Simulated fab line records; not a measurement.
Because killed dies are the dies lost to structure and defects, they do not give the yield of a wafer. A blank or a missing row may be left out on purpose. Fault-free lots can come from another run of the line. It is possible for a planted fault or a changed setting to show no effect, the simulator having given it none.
Problem report in the 8D (eight disciplines) form, filled by code :: flow nandHarc :: the parts of the form that need people (team, actions taken, sign-off) are left out

## 1. WHAT WENT WRONG
At NHARC_END_SORT_01, killedAtPeriphery averages 649.0 over 2 wafers from 2 lots, while fault-free wafers read 2.8, standard deviation 2.3. That is +99 or more standard deviations from the usual mean.
Seen first at day 22 20:55 on prober-02, wafer L697.3. The record has a number at this step for 9 wafers belonging to 3 lots. The rule behind "out" and "out of limits": a value lying over 4 standard deviations away from the usual mean. The rest of the wafers with a number are treated as sound.

## 2. WHAT IT IS AND WHAT IT IS NOT
question: which readings at this step
is: killedAtPeriphery, killedDies
is not: killedAtArray, killedAtOther, killedOpen, killedShort

question: which lots
is: L697, L698
is not: L704

question: which wafers of those lots
is: L697.3, L698.2
is not: L697.1, L697.2, L698.3, L698.6

question: read on which gauges
is: prober-01, prober-02
is not: -

question: when
is: from day 22 20:55
is not: up to then (2 sound wafers); but 5 sound wafers of L698, L704 came after

## 3. WHAT RULES OUT EACH SUSPECT
Counting: if a tool at a process step up to the reading ran every lot that is out, it stays a suspect. Sound lots after the first of them don't rule it out here, since some wafers of a struck lot are sound.
- the gauge at NHARC_END_SORT_01: ruled out. Those wafers that are out were read across 2 gauges (prober-01, prober-02).
- rieDiel-07 at NHARC_P_GATE_ETCH_104 (etches the open film in CF4/CHF3, target depth 60 nm): kept. It ran every lot that is out, first L697 (day 7 21:41). Its own readings are out on those wafers: oesProductAu.
- aldSin-04 at NHARC_P_GATE_ALD_36 (deposits SiNx, target thk 20 nm, pulse time 60 s, ald cycles 223): kept. It ran every lot that is out, first L697 (day 7 23:29).
- rieDiel-07, NHARC_P_GATE_ETCH_104: wafers that are out in chamber 0, sound lot-mates in chambers 2, 3.
After counting, rieDiel-07 at NHARC_P_GATE_ETCH_104 and aldSin-04 at NHARC_P_GATE_ALD_36 remain.

## 4. THE CAUSE (what the simulator had put in)
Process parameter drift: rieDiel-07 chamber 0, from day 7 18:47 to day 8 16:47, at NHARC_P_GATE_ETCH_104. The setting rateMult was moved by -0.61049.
Counting left 2 suspects, and this tool is among them.

## 5. SEQUENCE OF EFFECTS, ordered by route
One row per reading whose mean, taken over the struck wafers that have a number, lies over 3 standard deviations from the usual. Readings are gone through only where the record gives a usual standard deviation; hours: the median, over the lots, of the time from a lot's start at the first step in this table giving one to that lot's start at this step; sigmas: the change measured in usual standard deviations.
hours: 0
step: NHARC_P_GATE_ETCH_104
reading: oesProductAu
usual: 0.939 a.u.
on struck wafers: 0.589
change: -0.350
sigmas: -15

hours: 354
step: NHARC_END_SORT_01
reading: killedAtPeriphery
usual: 2.8
on struck wafers: 649.0
change: +646.2
sigmas: +99 or more

hours: 354
step: NHARC_END_SORT_01
reading: killedDies
usual: 31
on struck wafers: 677
change: +646
sigmas: +59
Process steps it contains:
- NHARC_P_GATE_ETCH_104: etches the open film in CF4/CHF3, target depth 60 nm.

## 6. WHAT WOULD HAVE CAUGHT IT SOONER
The first out-of-limits reading at a measuring or inspecting step in this record came at day 22 20:55, 362 hours after the fault's start at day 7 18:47.
Tool's own readings at NHARC_P_GATE_ETCH_104, oesProductAu: out on all struck wafers the step has rows for; an alarm limit on them would have tripped on the first.
By day 22 20:55 the whole set of lots that are out, 2 in number, had already begun NHARC_P_GATE_ETCH_104 on rieDiel-07. Holding the tool at that point would not have protected any of them.
